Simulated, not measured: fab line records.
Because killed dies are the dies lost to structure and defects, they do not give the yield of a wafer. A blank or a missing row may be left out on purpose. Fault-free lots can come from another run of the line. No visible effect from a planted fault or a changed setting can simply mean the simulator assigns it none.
fab line records	flow n5-finfet
record lots=7	wafers=21
route steps=1938 shown BEOL_M3@981 BEOL_M4@1064 BEOL_M5@1123
start-h: hours from the record's first day to the start of the lot's first wafer shown	wait-h: hours since the lot's step before	" as in the row above	L1.1+2: a row that stands for several wafers	- no value, or no start was given	* or withheld: withheld	< > ~ a bound
route shown NAME@n: names a module that has steps shown in the file, with the first one's number in the route	usual: mean and standard deviation over wafers with no fault	same: alike in all rows	chamber/n: place in a boat	sites: each site's reading	_std_site: the standard deviation of these	_edge_site: inner sites' mean taken away from outer sites' mean	radius-mm: for every site, how far away it sits from the centre of the wafer	mask NAME#n: copy n	behind: the last tool/chamber to shape the wafer	hold: why the lot was held/for how many hours/how that ended	device: the n, p or np transistor that did not switch	end of line: tests of these same wafers at the route's end	where a step has no rows: the recipe by itself	killed: dies that structure and defects cost at the first sort, which is not the same as the wafer's yield	map: shows each die of a wafer: x if killed, . if not, _ if none is there
set.NAME: the run value of the setting; set.NAME@STEP: its run value at that earlier step	model.NAME: the simulator's own value behind a step, which no gauge read
lots where settings were altered on purpose, with a table for each step and a row for each wafer
## steps
# step N5_BEOL_M3_ETCH_41
# recipe chemistry=CH3F/O2	target=SiCN	target-depth-a=299	taper-deg=2	time-s=52.5	ion-energy-ev=120	mask-material=TiN	pressure-mtorr=30	source-w=395	bias-w=75	Ar_flow_sccm=150	CH3F_flow_sccm=30	O2_flow_sccm=20
lot.wafer	tool	chamber	start-h	wait-h	set.target-depth-a	model.etch.depth-nm
L077.2	rie-diel-01	1	-	-	299	19.62
L077.4	"	3	"	"	274.9	17.75
L077.6	"	1	"	"	299	19.5
L078.1	rie-diel-05	3	-	-	267.5	17.91
L078.5	"	0	"	"	267.5	18.31
L078.6	"	1	"	"	267.5	17.65
L079.4	rie-diel-06	0	-	-	299	19.76
L079.5	"	0	"	"	299	19.9
L079.6	"	3	"	"	299	19.48
L082.1	rie-diel-01	3	-	-	299	19.52
L082.4	"	0	"	"	299	19.74
L082.6	"	0	"	"	315.8	20.83
L084.3	rie-diel-06	2	-	-	267.4	17.5
L084.4	"	1	"	"	267.4	17.17
L084.5	"	2	"	"	267.4	17.26
L086.2	rie-diel-01	3	-	-	299	19.49
L086.3	"	2	"	"	299	20.14
L086.4	"	0	"	"	332.2	21.88
L089.1	rie-diel-06	2	-	-	299	19.5
L089.3	"	1	"	"	299	19.19
L089.5	"	2	"	"	299	19.42
# step N5_BEOL_M3_STRIP_97
# recipe chemistry=N2/H2	time-s=10	power-w=450	temp-c=40	pressure-mtorr=20	rf-frequency-hz=6e+07	bias-power-w=7	n2-flow-sccm=200	h2-flow-sccm=200
# step N5_BEOL_M3_OCD_MEAS_38
# usual trench-depth-nm=55.1/0.87
lot.wafer	tool	chamber	start-h	wait-h	set.bias-w@BEOL_M3_TRENCH_ETCH_37	trench-depth-nm
L078.1	ocd-02	-	172.83	-	185	56.0
L078.5	"	-	"	"	212.5	59.9
L078.6	"	-	"	"	212.5	58.5
L077.2	ocd-01	-	172.83	-	185	55.4
L077.4	"	-	"	"	211.9	56.6
L077.6	"	-	"	"	185	55.1
L079.4	ocd-02	-	191.96	-	185	55.7
L079.5	"	-	"	"	185	56.0
L079.6	"	-	"	"	185	54.8
L082.1	ocd-01	-	205.18	-	206.6	56.6
L082.4	"	-	"	"	206.6	56.9
L082.6	"	-	"	"	206.6	56.4
L084.3	ocd-02	-	206.45	-	205.5	56.1
L084.4	"	-	"	"	205.5	55.9
L084.5	"	-	"	"	185	54.7
L086.2	ocd-02	-	237.99	-	155.8	52.7
L086.3	"	-	"	"	185	56.6
L086.4	"	-	"	"	155.8	52.6
L089.1	ocd-02	-	243.00	-	185	55.6
L089.3	"	-	"	"	185	54.1
L089.5	"	-	"	"	185	54.4
# step N5_BEOL_M4_ETCH_70
# recipe chemistry=N2/H2	target=SOC	target-depth-a=800	overetch-a=240	mask-material=SiARC	temp-c=40	time-s=130	ion-energy-ev=200	pressure-mtorr=30	source-w=840	bias-w=150	n2-flow-sccm=200	h2-flow-sccm=200
# usual rf-vpp-V=523.5/2.5
lot.wafer	tool	chamber	start-h	wait-h	set.source-w	rf-vpp-V
L078.1	rie-diel-02	3	188.34	0.0	840	525.1
L078.5	"	2	"	"	840	527.2
L078.6	"	0	"	"	840	520.3
L077.2	rie-diel-03	1	188.35	0.0	888.6	513.4
L077.4	"	0	"	"	888.6	513.2
L077.6	"	1	"	"	888.6	512.7
L079.4	rie-diel-04	3	204.54	0.0	840	524.3
L079.5	"	3	"	"	840	525.8
L079.6	"	2	"	"	840	522.9
L082.1	rie-diel-04	3	214.25	0.0	878.6	518.0
L082.4	"	1	"	"	840	520.5
L082.6	"	3	"	"	840	525.5
L084.3	rie-diel-03	1	219.41	0.0	840	522.6
L084.4	"	0	"	"	980.6	495.3
L084.5	"	2	"	"	840	524.1
L086.2	rie-diel-03	1	245.92	0.0	840	523.2
L086.3	"	2	"	"	840	523.1
L086.4	"	3	"	"	840	519.4
L089.1	rie-diel-03	3	253.11	0.0	840	519.2
L089.3	"	0	"	"	840	520.7
L089.5	"	3	"	"	840	520.5
# step N5_BEOL_M4_TRENCH_ETCH_37
# recipe chemistry=C4F6/O2	target-depth-a=555.55	target=SiOC	time-s=29.2	ion-energy-ev=250	pressure-mtorr=30	source-w=355	bias-w=185	Ar_flow_sccm=300	C4F6_flow_sccm=10	O2_flow_sccm=10
lot.wafer	tool	chamber	start-h	wait-h	set.time-s	model.etch.depth-nm	model.BEOL_M4.feature-depth-nm
L078.1	rie-diel-02	3	-	-	29.2	55.11	55.2
L078.5	"	2	"	"	29.2	53.93	54
L078.6	"	0	"	"	25.68	48.58	48.6
L077.2	rie-diel-03	1	-	-	25.81	47.96	48
L077.4	"	0	"	"	29.2	54.96	55
L077.6	"	1	"	"	29.2	54.39	54.4
L079.4	rie-diel-04	3	-	-	29.2	55.86	55.8
L079.5	"	3	"	"	29.2	55.59	55.6
L079.6	"	2	"	"	29.2	55.52	55.6
L082.1	rie-diel-04	3	-	-	25.99	50.13	50.2
L082.4	"	1	"	"	29.2	55.31	55.4
L082.6	"	3	"	"	29.2	56.3	56.2
L084.3	rie-diel-03	1	-	-	26.88	50.04	50
L084.4	"	0	"	"	26.88	50.01	50
L084.5	"	2	"	"	29.2	56.61	56.6
L086.2	rie-diel-03	1	-	-	29.2	55.28	55.2
L086.3	"	2	"	"	29.2	56.52	56.6
L086.4	"	3	"	"	29.2	54.88	54.8
L089.1	rie-diel-03	3	-	-	29.2	54.12	54.2
L089.3	"	0	"	"	29.2	54.11	54.2
L089.5	"	3	"	"	22.96	43.01	43
# step N5_BEOL_M4_ETCH_41
# recipe chemistry=CH3F/O2	target=SiCN	target-depth-a=299	taper-deg=2	time-s=52.5	ion-energy-ev=120	mask-material=TiN	pressure-mtorr=30	source-w=395	bias-w=75	Ar_flow_sccm=150	CH3F_flow_sccm=30	O2_flow_sccm=20
# step N5_BEOL_M4_STRIP_97
# recipe chemistry=N2/H2	time-s=10	power-w=450	temp-c=40	pressure-mtorr=20	rf-frequency-hz=6e+07	bias-power-w=7	n2-flow-sccm=200	h2-flow-sccm=200
# step N5_BEOL_M4_OCD_MEAS_38
# usual trench-depth-nm=55.2/0.87
lot.wafer	tool	chamber	start-h	wait-h	set.time-s@BEOL_M4_TRENCH_ETCH_37	trench-depth-nm
L078.1	ocd-02	-	188.70	-	29.2	55.8
L078.5	"	-	"	"	29.2	54.2
L078.6	"	-	"	"	25.68	48.3
L077.2	ocd-01	-	188.71	-	25.81	47.9
L077.4	"	-	"	"	29.2	55.1
L077.6	"	-	"	"	29.2	54.2
L079.4	ocd-01	-	204.90	-	29.2	55.6
L079.5	"	-	"	"	29.2	55.9
L079.6	"	-	"	"	29.2	55.5
L082.1	ocd-02	-	214.61	-	25.99	49.7
L082.4	"	-	"	"	29.2	55.4
L082.6	"	-	"	"	29.2	56.0
L084.3	ocd-02	-	219.77	-	26.88	50.1
L084.4	"	-	"	"	26.88	50.2
L084.5	"	-	"	"	29.2	55.9
L086.2	ocd-02	-	246.28	-	29.2	55.1
L086.3	"	-	"	"	29.2	56.6
L086.4	"	-	"	"	29.2	54.3
L089.1	ocd-02	-	253.47	-	29.2	54.0
L089.3	"	-	"	"	29.2	54.0
L089.5	"	-	"	"	22.96	43.2
# step N5_BEOL_M4_HM_STRIP_39
# recipe chemistry=peroxide-tin-strip	material=TiN	target-depth-a=250	temp-c=50	time-s=158
# step N5_BEOL_M4_SRD_40
# recipe time-s=30	temp-c=23	rinse-liquid=diw	dry=ipa-marangoni
# step N5_BEOL_M4_ECD_50
# recipe material=Cu	target-thk-a=3000
# step N5_BEOL_M4_ANNEAL_51
# recipe temp-c=225	time-s=90	ambient=N2
# step N5_BEOL_M4_CMP_52
# recipe stop-on=SiOC	t-overpolish-s=6.8	down-force-psi=1	platen-rpm=50	clearing-platen-down-force-psi=1.5	clearing-platen-rpm=50	post-cmp-clean=cu-alkaline	target-thk-nm=40	clearing-platen-pad-velocity-m-s=0.99484	pad-velocity-m-s=0.99484
lot.wafer	tool	chamber	start-h	wait-h	set.time-s@BEOL_M4_TRENCH_ETCH_37	model.Cu_of_BEOL_M4_ECD_50.thk-nm
L078.1	cmp-03	2	192.26	0.3	29.2	39.8
L078.6	"	2	"	"	25.68	33.4
L078.5	"	3	"	"	29.2	39.6
L077.4	cmp-01	0	192.53	0.1	29.2	38.4
L077.2	"	1	"	"	25.81	33.4
L077.6	"	0	"	"	29.2	39.2
L079.4	cmp-01	3	208.69	0.2	29.2	39
L079.6	"	2	"	"	29.2	39.6
L079.5	"	3	"	"	29.2	39.8
L082.4	cmp-03	2	219.51	0.2	29.2	41
L082.1	"	0	"	"	25.99	36.2
L082.6	"	2	"	"	29.2	42
L084.3	cmp-03	3	223.47	0.3	26.88	36.6
L084.4	"	1	"	"	26.88	33.6
L084.5	"	3	"	"	29.2	42.4
L086.2	cmp-01	0	250.09	0.2	29.2	39.4
L086.3	"	2	"	"	29.2	41.4
L086.4	"	3	"	"	29.2	38.8
L089.3	cmp-02	1	258.53	0.2	29.2	37.4
L089.1	"	3	"	"	29.2	38.2
L089.5	"	1	"	"	22.96	25.6
# step N5_BEOL_M4_THK_MEAS_53
# recipe thk-meas-gauge=xrf	reads=Cu_of_BEOL_M4_ECD_50
# usual M4_THK=39.2/1.2
lot.wafer	tool	chamber	start-h	wait-h	set.time-s@BEOL_M4_TRENCH_ETCH_37	M4_THK[nm]
L078.1	film-metro-02	-	192.55	-	29.2	39.7
L078.5	"	-	"	"	29.2	39.5
L078.6	"	-	"	"	25.68	33.0
L077.2	film-metro-02	-	192.82	-	25.81	32.9
L077.4	"	-	"	"	29.2	37.7
L077.6	"	-	"	"	29.2	38.7
L079.4	film-metro-01	-	208.95	-	29.2	38.3
L079.5	"	-	"	"	29.2	39.3
L079.6	"	-	"	"	29.2	38.9
L082.1	film-metro-01	-	219.77	-	25.99	35.6
L082.4	"	-	"	"	29.2	40.6
L082.6	"	-	"	"	29.2	41.5
L084.3	film-metro-02	-	223.77	-	26.88	36.8
L084.4	"	-	"	"	26.88	33.9
L084.5	"	-	"	"	29.2	42.7
L086.2	film-metro-01	-	250.39	-	29.2	38.9
L086.3	"	-	"	"	29.2	40.8
L086.4	"	-	"	"	29.2	38.4
L089.1	film-metro-02	-	258.79	-	29.2	38.1
L089.3	"	-	"	"	29.2	37.4
L089.5	"	-	"	"	22.96	25.6
# step N5_BEOL_M4_PRE_CLEAN_60
# recipe gas=NH3/H2	time-s=15	temp-c=*	rf-power-w=300
# step N5_BEOL_M4_CO_CAP_55
# recipe material=Co	target-thk-a=20	temp-c=200	precursor=CCTBA/H2	pressure-torr=30	time-s=102.1
# step N5_BEOL_M4_PRE_CLEAN_56
# recipe gas=NH3	time-s=15	temp-c=withheld	rf-power-w=300
# step N5_BEOL_M4_DEP_57
# recipe material=SiCN	target-thk-a=80	temp-c=withheld	precursor=3MS/NH3	pressure-torr=3	rf-w=202	time-s=14
# step N5_BEOL_M4_RS_MEAS_58
# recipe thk-meas-gauge=four-point-probe	reads=Co_of_BEOL_M4_CO_CAP_55+Cu_of_BEOL_M4_ECD_50+Co_of_BEOL_M4_CVD_47+TaN_of_BEOL_M4_ALD_84
# usual M4_RS=0.681/0.025
lot.wafer	tool	chamber	start-h	wait-h	set.time-s@BEOL_M4_TRENCH_ETCH_37	M4_RS[ohm/sq]
L078.1	film-metro-02	-	192.87	0.0	29.2	0.672
L078.5	"	-	"	"	29.2	0.678
L078.6	"	-	"	"	25.68	0.848
L077.2	film-metro-01	-	193.08	0.1	25.81	0.844
L077.4	"	-	"	"	29.2	0.705
L077.6	"	-	"	"	29.2	0.687
L079.4	film-metro-01	-	209.21	0.0	29.2	0.690
L079.5	"	-	"	"	29.2	0.675
L079.6	"	-	"	"	29.2	0.676
L082.1	film-metro-01	-	220.06	0.1	25.99	0.762
L082.4	"	-	"	"	29.2	0.648
L082.6	"	-	"	"	29.2	0.627
L084.3	film-metro-01	-	224.03	0.1	26.88	0.751
L084.4	"	-	"	"	26.88	0.837
L084.5	"	-	"	"	29.2	0.622
L086.2	film-metro-01	-	250.65	0.1	29.2	0.682
L086.3	"	-	"	"	29.2	0.639
L086.4	"	-	"	"	29.2	0.696
L089.1	film-metro-01	-	259.11	0.0	29.2	0.710
L089.3	"	-	"	"	29.2	0.728
L089.5	"	-	"	"	22.96	1.206
# step N5_BEOL_M5_EXPOSE_08
# recipe mask-id=M5	na=0.33	source-shape=annular	sigma-inner=0.4	sigma-outer=0.8	polarization=unpolarized	target-cd-nm=28	dose-mj=35.75
lot.wafer	tool	chamber	start-h	wait-h	mask	set.dose-mj
L078.1+5	euv-scanner-01	0	195.54	-	M5#0	35.75
L078.6	"	0	"	"	M5#0	33.9
L077.2	euv-scanner-02	0	195.71	-	M5#0	34.43
L077.4+6	"	0	"	"	M5#0	35.75
L079.4+5+6	euv-scanner-01	0	211.47	-	M5#0	35.75
L082.1+4	euv-scanner-02	0	223.52	-	M5#0	35.75
L082.6	"	0	"	"	M5#0	36.76
L084.3+5	euv-scanner-02	0	226.21	-	M5#0	34.26
L084.4	"	0	"	"	M5#0	35.75
L086.2+3+4	euv-scanner-01	0	253.82	-	M5#0	35.75
L089.1+3+5	euv-scanner-02	0	262.67	-	M5#0	35.75
# step N5_BEOL_M5_PEB_09
# recipe peb-temp-c=100	peb-time-s=60	resist=CAR-EUV
# step N5_BEOL_M5_DEVELOP_10
# recipe develop-time-s=30	developer=TMAH	resist=CAR-EUV	rinse-liquid=surfactant-rinse	dry=air-spin	dev-temp-c=23
# step N5_BEOL_M5_CD_MEAS_11
# recipe target-cd-nm=27.74	landing-energy-ev=500	detector=se-inlens
# usual cd-nm=28.1/0.34
lot.wafer	tool	chamber	start-h	wait-h	set.dose-mj@BEOL_M5_EXPOSE_08	cd-nm
L078.1	cd-sem-02	0	195.66	-	35.75	28.7
L078.5	"	0	"	"	35.75	28.4
L078.6	"	0	"	"	33.9	27.1
L077.2	cd-sem-02	0	195.83	-	34.43	27.3
L077.4	"	0	"	"	35.75	28.5
L077.6	"	0	"	"	35.75	28.3
L079.4	cd-sem-03	0	211.58	-	35.75	27.6
L079.5	"	0	"	"	35.75	27.6
L079.6	"	0	"	"	35.75	27.4
L082.1	cd-sem-03	0	223.64	-	35.75	28.2
L082.4	"	0	"	"	35.75	28.3
L082.6	"	0	"	"	36.76	29.0
L084.3	cd-sem-03	0	226.33	-	34.26	27.7
L084.4	"	0	"	"	35.75	28.3
L084.5	"	0	"	"	34.26	27.2
L086.2	cd-sem-02	0	253.94	-	35.75	28.2
L086.3	"	0	"	"	35.75	28.4
L086.4	"	0	"	"	35.75	28.4
L089.1	cd-sem-02	0	262.79	-	35.75	27.8
L089.3	"	0	"	"	35.75	27.9
L089.5	"	0	"	"	35.75	28.2
# step N5_BEOL_M5_DESCUM_16
# recipe chemistry=O2	time-s=7	source-power-w=50	bias-power-w=20	pressure-mtorr=20	rf-frequency-hz=2.712e+07	temp-c=40	resist=CAR-EUV	o2-flow-sccm=225
lot.wafer	tool	chamber	start-h	wait-h	set.dose-mj@BEOL_M5_EXPOSE_08	model.BEOL_M5.cd-nm
L078.1+5	rie-diel-06	1,3	195.79	0.0	35.75	28.4
L078.6	"	2	"	"	33.9	27.2
L077.2	rie-diel-05	2	195.95	0.0	34.43	27.2
L077.4	"	3	"	"	35.75	28.6
L077.6	"	3	"	"	35.75	28.2
L079.4+6	rie-diel-06	1	211.80	0.1	35.75	27.6
L079.5	"	0	"	"	35.75	27.8
L082.1	rie-diel-01	2	223.77	0.0	35.75	28
L082.4	"	1	"	"	35.75	28.2
L082.6	"	1	"	"	36.76	29
L084.3+5	rie-diel-06	1,3	226.47	0.0	34.26	27.4
L084.4	"	3	"	"	35.75	28.4
L086.2+4	rie-diel-05	1,2	254.06	0.0	35.75	28.2
L086.3	"	3	"	"	35.75	28.4
L089.1+5	rie-diel-05	2,1	262.92	0.0	35.75	28
L089.3	"	1	"	"	35.75	27.8
# step N5_BEOL_M5_ETCH_72
# recipe chemistry=N2/H2	target=underlayer	target-depth-a=65	mask-material=CAR-EUV	time-s=5.2	ion-energy-ev=200	pressure-mtorr=30	source-w=840	bias-w=150	n2-flow-sccm=200	h2-flow-sccm=200	ends=cleared
lot.wafer	tool	chamber	start-h	wait-h	set.dose-mj@BEOL_M5_EXPOSE_08	model.BEOL_M5.cd-nm
L078.1+5	rie-diel-06	1,3	195.83	0.0	35.75	28.4
L078.6	"	2	"	"	33.9	27.2
L077.2	rie-diel-05	2	195.99	0.0	34.43	27.2
L077.4	"	3	"	"	35.75	28.6
L077.6	"	3	"	"	35.75	28.4
L079.4	rie-diel-06	1	211.84	0.0	35.75	27.4
L079.5	"	0	"	"	35.75	27.8
L079.6	"	1	"	"	35.75	27.6
L082.1	rie-diel-01	2	223.80	0.0	35.75	28
L082.4	"	1	"	"	35.75	28.2
L082.6	"	1	"	"	36.76	29
L084.3+5	rie-diel-06	1,3	226.50	0.0	34.26	27.4
L084.4	"	3	"	"	35.75	28.4
L086.2+3+4	rie-diel-05	1,3,2	254.10	0.0	35.75	28.4
L089.1+3	rie-diel-05	2,1	262.95	0.0	35.75	27.8
L089.5	"	1	"	"	35.75	28
# step N5_BEOL_M5_ETCH_61
# recipe chemistry=CF4	target=SiARC	target-depth-a=156	mask-material=CAR-EUV	time-s=26	ion-energy-ev=80	pressure-mtorr=40	source-w=545	bias-w=36	Ar_flow_sccm=100	cf4-flow-sccm=100	ends=cleared
lot.wafer	tool	chamber	start-h	wait-h	set.dose-mj@BEOL_M5_EXPOSE_08	model.BEOL_M5.cd-nm
L078.1	rie-diel-06	1	195.84	0.0	35.75	28.4
L078.5	"	3	"	"	35.75	28.6
L078.6	"	2	"	"	33.9	27.2
L077.2	rie-diel-05	2	196.00	0.0	34.43	27.4
L077.4	"	3	"	"	35.75	28.6
L077.6	"	3	"	"	35.75	28.4
L079.4+6	rie-diel-06	1	211.85	0.0	35.75	27.4
L079.5	"	0	"	"	35.75	27.8
L082.1	rie-diel-01	2	223.82	0.0	35.75	28
L082.4	"	1	"	"	35.75	28.2
L082.6	"	1	"	"	36.76	29
L084.3+5	rie-diel-06	1,3	226.52	0.0	34.26	27.4
L084.4	"	3	"	"	35.75	28.6
L086.2	rie-diel-05	1	254.11	0.0	35.75	28.6
L086.3+4	"	3,2	"	"	35.75	28.4
L089.1	rie-diel-05	2	262.97	0.0	35.75	27.8
L089.3+5	"	1	"	"	35.75	28
# step N5_BEOL_M5_ETCH_62
# recipe chemistry=N2/H2	target=SOC	target-depth-a=750	overetch-a=150	mask-material=SiARC	temp-c=40	time-s=112.5	ion-energy-ev=200	pressure-mtorr=30	source-w=840	bias-w=150	n2-flow-sccm=200	h2-flow-sccm=200
lot.wafer	tool	chamber	start-h	wait-h	set.dose-mj@BEOL_M5_EXPOSE_08	model.BEOL_M5.cd-nm
L078.1	rie-diel-06	1	195.87	0.0	35.75	28.2
L078.5	"	3	"	"	35.75	28.4
L078.6	"	2	"	"	33.9	27.4
L077.2	rie-diel-05	2	196.03	0.0	34.43	27.2
L077.4	"	3	"	"	35.75	28.4
L077.6	"	3	"	"	35.75	28.2
L079.4+6	rie-diel-06	1	211.88	0.0	35.75	27.4
L079.5	"	0	"	"	35.75	27.8
L082.1	rie-diel-01	2	223.85	0.0	35.75	28
L082.4	"	1	"	"	35.75	28.2
L082.6	"	1	"	"	36.76	29.2
L084.3	rie-diel-06	1	226.55	0.0	34.26	27.2
L084.4	"	3	"	"	35.75	28.4
L084.5	"	3	"	"	34.26	27.4
L086.2+4	rie-diel-05	1,2	254.14	0.0	35.75	28.2
L086.3	"	3	"	"	35.75	28.4
L089.1+3+5	rie-diel-05	2,1,1	263.00	0.0	35.75	27.8
# step N5_BEOL_M5_STRIP_63
# recipe chemistry=N2/H2	temp-c=40	n2-flow-sccm=200	h2-flow-sccm=200	rf-frequency-hz=6e+07
# step N5_BEOL_M5_STRIP_73
# recipe chemistry=N2/H2	temp-c=40	n2-flow-sccm=200	h2-flow-sccm=200	rf-frequency-hz=6e+07
# step N5_BEOL_M5_STRIP_64
# recipe chemistry=CF4	resist=SiARC	power-w=300	bias-power-w=75	pressure-mtorr=50	cf4-flow-sccm=150	rf-frequency-hz=6e+07
# step N5_BEOL_M5_HM_OPEN_17
# recipe chemistry=Cl2/BCl3	target-depth-a=200	overetch-a=60	target=TiN	mask-material=SOC	ion-energy-ev=150	pressure-mtorr=10	icp-w=1000	bias-w=126	Cl2_flow_sccm=53.25	bcl3-flow-sccm=21.75	Ar_flow_sccm=25
lot.wafer	tool	chamber	start-h	wait-h	set.dose-mj@BEOL_M5_EXPOSE_08	model.BEOL_M5.cd-nm
L078.1	rie-metal-02	1	196.04	0.0	35.75	28.2
L078.5	"	0	"	"	35.75	28.4
L078.6	"	1	"	"	33.9	27.4
L077.2	rie-metal-01	1	196.20	0.0	34.43	27.2
L077.4	"	0	"	"	35.75	28.4
L077.6	"	0	"	"	35.75	28
L079.4	rie-metal-03	0	212.08	0.1	35.75	27.2
L079.5	"	1	"	"	35.75	27.8
L079.6	"	0	"	"	35.75	27.4
L082.1	rie-metal-03	1	224.01	0.0	35.75	28
L082.4	"	1	"	"	35.75	28.2
L082.6	"	1	"	"	36.76	29
L084.3	rie-metal-01	1	226.76	0.1	34.26	27
L084.4	"	0	"	"	35.75	28.2
L084.5	"	0	"	"	34.26	27.2
L086.2+4	rie-metal-01	0,1	254.31	0.0	35.75	28.2
L086.3	"	0	"	"	35.75	28.4
L089.1	rie-metal-01	0	263.17	0.0	35.75	27.8
L089.3+5	"	1	"	"	35.75	27.6
## key
split step=N5_BEOL_M3_ETCH_41	setting=target-depth-a	stated=299	by=wafer
response step=N5_BEOL_M3_ETCH_41	reading=model.etch.depth-nm	change=+0.201	per=1%	r=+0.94
split step=N5_BEOL_M4_ETCH_70	setting=source-w	stated=840	by=wafer
response step=N5_BEOL_M4_ETCH_70	reading=rf-vpp-V	change=-1.64	per=1%	r=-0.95
split step=N5_BEOL_M4_TRENCH_ETCH_37	setting=time-s	stated=29.2	by=wafer
response step=N5_BEOL_M4_TRENCH_ETCH_37	reading=model.etch.depth-nm	change=+0.545	per=1%	r=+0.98
response step=N5_BEOL_M4_TRENCH_ETCH_37	reading=model.BEOL_M4.feature-depth-nm	change=+0.547	per=1%	r=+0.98
response step=N5_BEOL_M4_OCD_MEAS_38	reading=trench-depth-nm	change=+0.547	per=1%	r=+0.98
response step=N5_BEOL_M4_CMP_52	reading=model.Cu_of_BEOL_M4_ECD_50.thk-nm	change=+0.56	per=1%	r=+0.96
response step=N5_BEOL_M4_THK_MEAS_53	reading=M4_THK	change=+0.563	per=1%	r=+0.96
response step=N5_BEOL_M4_RS_MEAS_58	reading=M4_RS	change=-0.0184	per=1%	r=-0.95
split step=N5_BEOL_M5_EXPOSE_08	setting=dose-mj	stated=35.75	by=wafer
response step=N5_BEOL_M5_CD_MEAS_11	reading=cd-nm	change=+0.259	per=1%	r=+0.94
response step=N5_BEOL_M5_DESCUM_16	reading=model.BEOL_M5.cd-nm	change=+0.264	per=1%	r=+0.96
response step=N5_BEOL_M5_ETCH_72	reading=model.BEOL_M5.cd-nm	change=+0.269	per=1%	r=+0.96
response step=N5_BEOL_M5_ETCH_61	reading=model.BEOL_M5.cd-nm	change=+0.279	per=1%	r=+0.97
response step=N5_BEOL_M5_ETCH_62	reading=model.BEOL_M5.cd-nm	change=+0.25	per=1%	r=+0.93
response step=N5_BEOL_M5_HM_OPEN_17	reading=model.BEOL_M5.cd-nm	change=+0.235	per=1%	r=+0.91
split outside-this-file step=N5_BEOL_M3_TRENCH_ETCH_37 setting=bias-w
# split outside-this-file: this setting was split too, and the file shows its column; the key of that split is in another file
